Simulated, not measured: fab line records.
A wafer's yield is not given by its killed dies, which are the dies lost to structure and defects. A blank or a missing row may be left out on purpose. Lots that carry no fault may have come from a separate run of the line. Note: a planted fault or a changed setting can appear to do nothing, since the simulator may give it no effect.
Which tool is to blame? -- flow nand-harc -- Sampling: 8 lots, 24 wafers, 8 of 1302 route steps

== WHAT EACH GAUGE READ, for each wafer ==
NHARC_A_ONON_D2_THK_MEAS_05: measures by ellipsometry. Usual: 997 nm for thk-nm, sd 9.4.
lot,measured,on,thk-nm (nm),flag
L749,day 12 12:44,film-metro-02,1016 1015 1015,
L751,day 13 14:52,film-metro-02,1007 1007 1006,
L755,day 15 05:35,film-metro-02,985 982 985,
L754,day 15 05:37,film-metro-01,1014 1013 1012,
L761,day 17 14:43,film-metro-01,982 981 982,
L760,day 17 14:43,film-metro-02,994 995 995,
L770,day 21 19:01,film-metro-01,997 997 1000,
L771,day 22 09:10,film-metro-01,991 993 992,

NHARC_A_ONON_D2_THK_MEAS_27: measures by ellipsometry. Usual: 1001 nm for thk-nm, sd 11.
lot,measured,on,thk-nm (nm),flag
L749,day 12 23:36,film-metro-02,1012 1013 1011,
L751,day 14 05:38,film-metro-02,982 982 982,
L755,day 15 16:21,film-metro-01,985 985 985,
L754,day 15 16:21,film-metro-02,986 986 985,
L761,day 18 01:51,film-metro-01,996 997 997,
L760,day 18 01:49,film-metro-02,987 987 987,
L770,day 22 05:49,film-metro-01,999 999 999,
L771,day 22 20:18,film-metro-02,999 999 1000,

NHARC_A_CHANNEL_HOLE_D2_CD_MEAS_10 targets a cd of 100 nm. Usual: 100.1 nm for cd-nm, sd 0.39.
lot,measured,on,cd-nm (nm),flag
L749,day 13 03:23,cd-sem-02,99.7 99.9 99.8,
L751,day 14 09:37,cd-sem-03,100.0 100.5 100.2,
L755,day 15 23:59,cd-sem-01,99.8 99.8 99.6,
L754,day 15 22:32,cd-sem-02,101.4 100.1 100.9,
L761,day 18 06:06,cd-sem-02,100.2 99.9 100.2,
L760,day 18 05:39,cd-sem-01,99.7 100.7 100.8,
L770,day 22 10:48,cd-sem-02,108.5 108.5 108.5,OFF
L771,day 23 00:31,cd-sem-01,109.2 108.8 109.2,OFF

NHARC_A_CHANNEL_HOLE_D2_CD_MEAS_31. Usual: 90.2 nm for cd-nm, sd 0.81.
lot,measured,on,cd-nm (nm),flag
L749,day 13 11:26,cd-sem-02,88.6 89.0 87.9,
L751,day 14 16:30,cd-sem-02,89.8 88.9 88.9,
L755,day 16 09:16,cd-sem-01,89.7 89.9 90.3,
L754,day 16 05:38,cd-sem-01,90.6 89.6 91.9,
L761,day 18 16:40,cd-sem-01,90.8 90.5 90.8,
L760,day 18 12:31,cd-sem-02,90.0 90.3 89.7,
L770,day 22 17:43,cd-sem-01,99.0 99.5 99.5,OFF
L771,day 23 10:11,cd-sem-01,98.4 99.0 99.2,OFF

NHARC_END_WLT_00. Usual: VT_DECK1_BOTTOM 0.872, standard deviation 0.0073; VT_DECK1_BOTTOM_INNER 0.872, standard deviation 0.0072; VT_DECK1_MEDIAN_NEAR_BOTTOM 0.874, standard deviation 0.007; VT_DECK1_MEDIAN_NEAR_BOTTOM_INNER 0.874, standard deviation 0.0075; VT_DECK1_MIDDLE 0.885, standard deviation 0.0079; VT_DECK1_MIDDLE_INNER 0.885, standard deviation 0.0077; VT_DECK1_TOP 0.896, standard deviation 0.0083; VT_DECK1_TOP_INNER 0.895, standard deviation 0.0071; VT_DECK2_BOTTOM 0.874, standard deviation 0.0088; VT_DECK2_BOTTOM_INNER 0.874, standard deviation 0.0093; VT_DECK2_MEDIAN_NEAR_BOTTOM 0.875, standard deviation 0.0092; VT_DECK2_MEDIAN_NEAR_BOTTOM_INNER 0.875, standard deviation 0.0088; VT_DECK2_MIDDLE 0.887, standard deviation 0.0088; VT_DECK2_MIDDLE_INNER 0.887, standard deviation 0.0087; VT_DECK2_TOP 0.898, standard deviation 0.0084; VT_DECK2_TOP_INNER 0.898, standard deviation 0.0092.
lot,measured,on,VT_DECK1_BOTTOM,VT_DECK1_BOTTOM_INNER,VT_DECK1_MEDIAN_NEAR_BOTTOM,VT_DECK1_MEDIAN_NEAR_BOTTOM_INNER,VT_DECK1_MIDDLE,VT_DECK1_MIDDLE_INNER,VT_DECK1_TOP,VT_DECK1_TOP_INNER,VT_DECK2_BOTTOM,VT_DECK2_BOTTOM_INNER,VT_DECK2_MEDIAN_NEAR_BOTTOM,VT_DECK2_MEDIAN_NEAR_BOTTOM_INNER,VT_DECK2_MIDDLE,VT_DECK2_MIDDLE_INNER,VT_DECK2_TOP,VT_DECK2_TOP_INNER,flag
L749,day 24 16:01,prober-02,0.881 0.889 0.885,0.888 0.886 0.891,0.886 0.892 0.897,0.899 0.890 0.891,0.896 0.906 0.898,0.902 0.899 0.893,0.907 0.916 0.916,0.907 0.905 0.917,0.869 0.873 0.867,0.870 0.860 0.868,0.870 0.872 0.867,0.873 0.872 0.865,0.886 0.893 0.880,0.888 0.883 0.879,0.899 0.897 0.894,0.895 0.896 0.892,
L751,day 25 07:08,prober-01,0.866 0.867 0.860,0.871 0.867 0.866,0.875 0.876 0.868,0.869 0.875 0.874,0.882 0.889 0.878,0.880 0.883 0.878,0.894 0.897 0.894,0.897 0.892 0.896,0.871 0.871 0.871,0.865 0.874 0.871,0.873 0.869 0.869,0.874 0.869 0.868,0.890 0.891 0.878,0.881 0.888 0.894,0.901 0.896 0.898,0.898 0.901 0.896,
L755,day 27 02:59,prober-02,0.863 0.864 0.861,0.871 0.862 0.864,0.870 0.867 0.865,0.867 0.867 0.874,0.876 0.878 0.874,0.877 0.884 0.879,0.887 0.889 0.884,0.893 0.889 0.887,0.883 0.871 0.879,0.881 0.878 0.884,0.888 0.891 0.878,0.882 0.888 0.879,0.891 0.899 0.896,0.896 0.890 0.895,0.907 0.902 0.903,0.900 0.903 0.906,
L754,day 27 08:17,prober-01,0.886 0.872 0.873,0.879 0.872 0.870,0.875 0.881 0.878,0.883 0.878 0.877,0.891 0.888 0.897,0.895 0.884 0.888,0.899 0.894 0.908,0.892 0.893 0.899,0.897 0.886 0.885,0.889 0.887 0.888,0.895 0.894 0.886,0.882 0.886 0.889,0.909 0.897 0.905,0.899 0.905 0.909,0.915 0.918 0.916,0.915 0.910 0.923,
L761,day 29 17:17,prober-02,0.869 0.868 0.857,0.875 0.871 0.863,0.871 0.871 0.864,0.866 0.869 0.876,0.882 0.889 0.881,0.890 0.882 0.887,0.891 0.898 0.895,0.890 0.887 0.894,0.878 0.872 0.876,0.875 0.870 0.875,0.878 0.873 0.880,0.880 0.878 0.872,0.883 0.882 0.881,0.886 0.881 0.886,0.895 0.898 0.895,0.895 0.899 0.898,
L760,day 29 15:58,prober-01,0.875 0.877 0.878,0.878 0.882 0.881,0.881 0.883 0.868,0.882 0.886 0.880,0.888 0.896 0.885,0.892 0.900 0.892,0.900 0.896 0.906,0.902 0.906 0.900,0.874 0.871 0.878,0.863 0.869 0.869,0.873 0.876 0.866,0.873 0.864 0.868,0.877 0.877 0.882,0.886 0.883 0.883,0.896 0.897 0.890,0.894 0.894 0.890,
L770,day 33 20:10,prober-01,0.879 0.879 0.877,0.877 0.866 0.877,0.877 0.878 0.874,0.887 0.873 0.881,0.894 0.889 0.890,0.895 0.891 0.885,0.899 0.903 0.899,0.897 0.889 0.892,0.893 0.891 0.896,0.897 0.897 0.893,0.903 0.896 0.896,0.894 0.895 0.894,0.901 0.907 0.911,0.901 0.910 0.910,0.907 0.917 0.916,0.906 0.910 0.908,
L771,day 34 04:01,prober-01,0.863 0.871 0.872,0.874 0.873 0.863,0.880 0.873 0.872,0.870 0.865 0.872,0.883 0.883 0.879,0.885 0.887 0.889,0.899 0.894 0.889,0.892 0.896 0.906,0.905 0.905 0.896,0.897 0.909 0.900,0.899 0.912 0.898,0.898 0.910 0.906,0.917 0.916 0.910,0.922 0.913 0.922,0.916 0.927 0.926,0.925 0.928 0.919,OFF

== WHAT TOOL EACH LOT RAN ON (gives the tool, then ch and the chambers of the sampled wafers, and finally the start) ==
lot,NHARC_A_CHANNEL_HOLE_D2_PEB_08,NHARC_A_CHANNEL_HOLE_D2_ETCH_34,NHARC_A_CHANNEL_HOLE_D2_XSEM_32
L749,"litho-track-06 ch 0, day 13 03:19","rie-diel-04 ch 0,2,3, day 13 11:26 or earlier","xsem-01 ch 0, day 13 11:31"
L751,"litho-track-06 ch 0, day 14 09:32","rie-diel-13 ch 0,1, day 14 16:30 or earlier","xsem-02 ch 0, day 14 16:35"
L755,"litho-track-01 ch 0, day 15 23:55","rie-diel-13 ch 0,3, day 16 09:16 or earlier","xsem-02 ch 0, day 16 09:21"
L754,"litho-track-04 ch 0, day 15 22:27","rie-diel-08 ch 1,3, day 16 05:38 or earlier","xsem-01 ch 0, day 16 05:44"
L761,"litho-track-04 ch 0, day 18 06:01","rie-diel-13 ch 0,1,2, day 18 16:40 or earlier","xsem-01 ch 0, day 18 16:46"
L760,"litho-track-01 ch 0, day 18 05:34","rie-diel-08 ch 1,2,3, day 18 12:31 or earlier","xsem-02 ch 0, day 18 12:36"
L770,"litho-track-01 ch 0, day 22 10:43","rie-diel-13 ch 0,1,3, day 22 17:43 or earlier","xsem-02 ch 0, day 22 17:49"
L771,"litho-track-01 ch 0, day 23 00:26","rie-diel-13 ch 1,3, day 23 10:11 or earlier","xsem-01 ch 0, day 23 10:16"
- NHARC_A_CHANNEL_HOLE_D2_PEB_08: peb time 65 s.
- NHARC_A_CHANNEL_HOLE_D2_ETCH_34: etches the open film in CF4/CHF3, target depth 154 nm, time 77 s.
- NHARC_A_CHANNEL_HOLE_D2_XSEM_32

== AS READ BY THE TOOLS THEMSELVES (means over the sampled wafers that have a number; for cases with no such wafer, the mark the record gives instead) ==
NHARC_A_CHANNEL_HOLE_D2_PEB_08. Usual: heater-power-total-W 156.6 W, standard deviation 0.43; plate-temp-C 100.04 C, standard deviation 0.12.
lot,tool,heater-power-total-W (W),plate-temp-C (C),flag
L749,litho-track-06,156.6,100.12,
L751,litho-track-06,156.9,100.05,
L755,litho-track-01,157.1,99.88,
L754,litho-track-04,156.7,100.06,
L761,litho-track-04,156.5,100.08,
L760,litho-track-01,156.4,99.97,
L770,litho-track-01,163.7,103.43,OFF
L771,litho-track-01,163.6,103.35,OFF

NHARC_A_CHANNEL_HOLE_D2_ETCH_34. Usual: for bias-w, 200.0 W with a standard deviation of 0.56; for cf4-flow-sccm, 100.00 sccm with a standard deviation of 0.28; for drypump-motor-current-A, 5.6 A with a standard deviation of 0.47; for oes-product-au, 0.957 a.u. with a standard deviation of 0.019; for rf-vpp-V, 370.6 V with a standard deviation of 1.6; for showerhead-plenum-p-Torr, 1.57 Torr with a standard deviation of 0.045; for throttle-valve-pct, 16.802 % with a standard deviation of 0.009.
lot,tool,bias-w (W),cf4-flow-sccm (sccm),drypump-motor-current-A (A),oes-product-au (a.u.),rf-vpp-V (V),showerhead-plenum-p-Torr (Torr),throttle-valve-pct (%),flag
L749,rie-diel-04,199.6,99.98,5.3,0.965,372.0,1.61,16.801,
L751,rie-diel-13,200.0,99.80,6.3,0.919,371.4,1.60,16.804,
L755,rie-diel-13,199.6,100.28,5.7,0.965,369.9,1.54,16.804,
L754,rie-diel-08,200.7,100.22,5.3,0.920,370.8,1.57,16.812,
L761,rie-diel-13,200.1,99.72,5.9,0.967,370.8,1.56,16.805,
L760,rie-diel-08,199.8,100.41,5.4,0.964,370.5,1.58,16.806,
L770,rie-diel-13,199.8,99.73,6.1,0.923,370.7,1.57,16.804,
L771,rie-diel-13,200.4,100.19,6.1,0.977,371.0,1.58,16.798,

NHARC_A_CHANNEL_HOLE_D2_XSEM_32. Usual: bot-cd-nm 74.8 nm, standard deviation 1.1; bow-nm 8.63 nm, standard deviation 0.26; tilt-deg 0.07 degrees, standard deviation 0.04.
lot,tool,bot-cd-nm (nm),bow-nm (nm),tilt-deg (degrees),flag
L749,xsem-01,72.9,8.32,0.04,
L751,xsem-02,72.9,8.02,0.00,
L755,xsem-02,75.2,8.85,-0.01,
L754,xsem-01,76.1,8.85,0.09,
L761,xsem-01,75.1,9.15,0.10,
L760,xsem-02,74.7,8.64,0.11,
L770,xsem-02,83.5,8.36,0.03,OFF
L771,xsem-01,83.2,8.47,0.10,OFF

== THE ANSWER, worked out from the rows above alone ==
Rule: lot off if the mean of its wafers having a number is beyond 3 standard deviations from the usual mean. Also off: a lot with no number at a reading for which 4 or more lots have one. The other lots that the step has rows for count as sound. After the gauges, taken in route order, come the tools' own readings; for these a lot's mean is taken, as printed above. The first step at which some lot is off is used, and at that step the reading that is off furthest; a lot without a number counts as furthest.
Off, at NHARC_A_CHANNEL_HOLE_D2_CD_MEAS_10 on cd-nm: L770, L771.
A tool fits if, at a process step before that reading, it ran every lot that is off, and no sound lot after the first of them. Not tried: the gauges at NHARC_A_CHANNEL_HOLE_D2_CD_MEAS_10; whatever is off there is also off at NHARC_A_CHANNEL_HOLE_D2_PEB_08, on other tools, and gauge error can't account for it. One fits: litho-track-01 at NHARC_A_CHANNEL_HOLE_D2_PEB_08. A fault onset in the window from L760 (day 18 05:34, its last sound lot) to L770 (day 22 10:43, its first lot off) fits.
The tool's own readings at NHARC_A_CHANNEL_HOLE_D2_PEB_08 bear it out: on the lots that are off they differ by more than 5 times the standard deviation of the sound lots' means. heater-power-total-W reads 163.6 W there against 156.7 W on the sound lots; plate-temp-C reads 103.39 C there against 100.03 C on the sound lots.

== WHAT HAD BEEN PUT IN BY THE SIMULATOR ==
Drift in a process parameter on litho-track-01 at NHARC_A_CHANNEL_HOLE_D2_PEB_08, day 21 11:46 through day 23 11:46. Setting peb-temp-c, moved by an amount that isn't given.
Shown lots that were struck: L770, L771. The rule above found the same.
